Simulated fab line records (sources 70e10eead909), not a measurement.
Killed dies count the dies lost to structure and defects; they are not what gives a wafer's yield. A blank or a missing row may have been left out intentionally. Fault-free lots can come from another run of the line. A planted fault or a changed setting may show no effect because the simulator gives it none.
A struck lot beside a sound one | flow nand-harc | 28 steps out of a route of 1302
Sound: the wafers L910.4, L910.5, L910.6. Wafers struck: L913.2, L913.3, L913.6. The cause comes at the end.
Per side, at each step with rows, come the tool, then ch with its chambers, and then its first start. Under that, the readings that differ: sound wafers | struck wafers | difference of the means | sigmas: that difference in standard deviations of wafers without a fault.
alike: readings with means less than 2 such deviations apart, plus words and numbers identical on both sides. not compared: withheld readings, readings lacking a value on some wafer, bounds such as >300 that could conceal the same value, and numbers that have no deviation in the record and whose values overlap.
The two part at a step that has a row with sigmas, a row that says differs or no value, or rows on one side only. Numbers that don't overlap but have no deviation are shown without sigmas and don't part them. A reading that every wafer of one side lacks parts them only if that side has two wafers or more.

first, 5 steps without rows for these wafers: NHARC_P_GATE_STRIP_15 (strips in SPM, time 780 s); NHARC_P_GATE_PRECLEAN_71 (cleans in SC1); NHARC_P_GATE_SRD_72; NHARC_P_GATE_OXIDE_16 (material SiO2, target thk 3 nm, ox time 392 s); NHARC_P_GATE_CVD_17 (deposits poly-Si, target thk 150 nm, time 900 s).
NHARC_P_GATE_HM_DEP_102: deposits aC, target thk 120 nm.
  sound on acl-dep-03 ch 0, day 9 13:55; struck on acl-dep-01 ch 0, day 10 22:37
  reading              | sound | struck               | difference                   | sigmas
  susceptor-temp-C (C) | - - - | 400.17 400.07 400.28 | no value on the sound wafers |
  alike: throttle-valve-pct
NHARC_P_GATE_DEP_103: deposits SiON, target thk 30 nm.
  sound on pecvd-02 ch 0,1,2, day 9 14:20; struck on pecvd-01 ch 1,2, day 10 23:12
  alike: heater-power-w, susceptor-temp-C
then, 5 steps without rows for these wafers: NHARC_P_GATE_DEHYDRATE_18 (time 120 s); NHARC_P_GATE_HMDS_19 (time 30 s); NHARC_P_GATE_COAT_20 (resist thk 90 nm); NHARC_P_GATE_SOFTBAKE_21 (time 55 s); NHARC_P_GATE_EBR_22.
NHARC_P_GATE_EXPOSE_23: exposes mask P GATE, target cd 120 nm.
  sound on arfi-scanner-02 ch 0, day 9 14:50; struck on arfi-scanner-01 ch 0, day 10 23:35
  reading | sound                      | struck                              | difference | sigmas
  mask    | P_GATE#0 P_GATE#0 P_GATE#0 | P_GATE_R1#0 P_GATE_R1#0 P_GATE_R1#0 | differs    |
then, 2 steps without rows for these wafers: NHARC_P_GATE_PEB_24 (peb time 65 s); NHARC_P_GATE_DEVELOP_25 (develop time 35 s).
NHARC_P_GATE_CD_MEAS_26: the cd target is 120 nm.
  sound on cd-sem-01 ch 0, day 9 14:58; struck on cd-sem-02 ch 0, day 10 23:43
  reading    | sound             | struck         | difference | sigmas
  cd-nm (nm) | 121.0 119.8 120.3 | 76.4 76.0 75.5 | -44.4      | -60
NHARC_P_GATE_OVL_MEAS_27:
  sound on overlay-01 at day 9 15:04; struck on overlay-02 at day 10 23:49
  reading           | sound       | struck         | difference | sigmas
  overlay-y-nm (nm) | 0.6 1.5 0.9 | -0.8 -0.8 -1.0 | -1.9       | -3
  alike: overlay-x-nm
NHARC_P_GATE_INSPECT_28:
  sound on defect-inspect-02 at day 9 15:05; struck on defect-inspect-01 at day 10 23:50
  alike: raw-defect-count
NHARC_P_GATE_DESCUM_31: chemistry O2, time 3 s.
  sound on rie-diel-10 ch 1,2,3, day 9 15:11; struck on rie-diel-02 ch 1,2,3, day 10 23:55
  reading                 | sound             | struck            | difference | sigmas
  model.P_GATE.cd-nm (nm) | 120.7 119.9 120.1 | 75.88 76.89 75.58 | -44.12     |
  alike: chamber-pressure-mTorr, drypump-motor-current-A, oes-product-au, rf-vpp-V, showerhead-plenum-p-Torr, throttle-valve-pct
  not compared: rf-hours-counter-h
NHARC_P_GATE_ETCH_104: etches the open film in CF4/CHF3, target depth 60 nm.
  sound on rie-diel-10 ch 0,1,2, day 9 15:14; struck on rie-diel-02 ch 1,2,3, day 10 23:59
  alike: chamber-pressure-mTorr, drypump-motor-current-A, oes-product-au, rf-vpp-V, showerhead-plenum-p-Torr, throttle-valve-pct
NHARC_P_GATE_HM_OPEN_105: chemistry O2/COS, target depth 360 nm.
  sound on rie-diel-10 ch 0,2,3; struck on rie-diel-02 ch 0,1,2
  alike: chamber-pressure-mTorr, drypump-motor-current-A, oes-product-au, rf-vpp-V, showerhead-plenum-p-Torr, throttle-valve-pct
  not compared: rf-hours-counter-h
then, 2 steps without rows for these wafers: NHARC_P_GATE_STRIP_106 (strips in O2/COS); NHARC_P_GATE_ETCH_114 (etches the open film in CF4/O2, target depth 30 nm, overetch 3 nm, time 16.5 s).
NHARC_P_GATE_ETCH_32: etches the open film in HBr/Cl2, target depth 150 nm, time 100.1 s.
  sound on rie-si-03 ch 0,1,3, day 9 15:40; struck on rie-si-03 ch 0,1, day 11 00:23
  reading                 | sound             | struck           | difference | sigmas
  model.P_GATE.cd-nm (nm) | 117.6 121.8 118.5 | 78.1 74.57 78.23 | -42.3      |
  alike: chamber-pressure-mTorr, drypump-motor-current-A, oes-product-au, throttle-valve-pct
  not compared: rf-hours-counter-h
NHARC_P_GATE_STRIP_108: strips in O2.
  sound on rie-diel-07 ch 0,3, day 9 15:46; struck on rie-diel-02 ch 0,2,3, day 11 00:32
  alike: chamber-pressure-mTorr, drypump-motor-current-A, oes-product-au, rf-vpp-V, showerhead-plenum-p-Torr, throttle-valve-pct
  not compared: rf-hours-counter-h
NHARC_P_GATE_CD_MEAS_33:
  sound on cd-sem-02 at day 9 15:57; struck on cd-sem-01 at day 11 00:43
  reading    | sound             | struck         | difference | sigmas
  cd-nm (nm) | 117.4 121.3 118.7 | 78.3 74.4 78.1 | -42.2      | -14
then, 1 step without rows for these wafers: NHARC_P_GATE_STRIP_35 (strips in SPM, time 600 s).
-- record jumps: 19 days between struck wafers' starts before vs after; left off in module P_GATE, resumes in module END, first step shown is number 1302 of the route --
NHARC_END_SORT_01:
  at this point the record logs the struck wafers (prober-01 ch 0, day 30 03:02) and has no rows for the sound ones

WHERE THEY PART
Earliest at NHARC_P_GATE_HM_DEP_102; latest, in this record, at NHARC_END_SORT_01.

WHY: whatever the simulator had introduced
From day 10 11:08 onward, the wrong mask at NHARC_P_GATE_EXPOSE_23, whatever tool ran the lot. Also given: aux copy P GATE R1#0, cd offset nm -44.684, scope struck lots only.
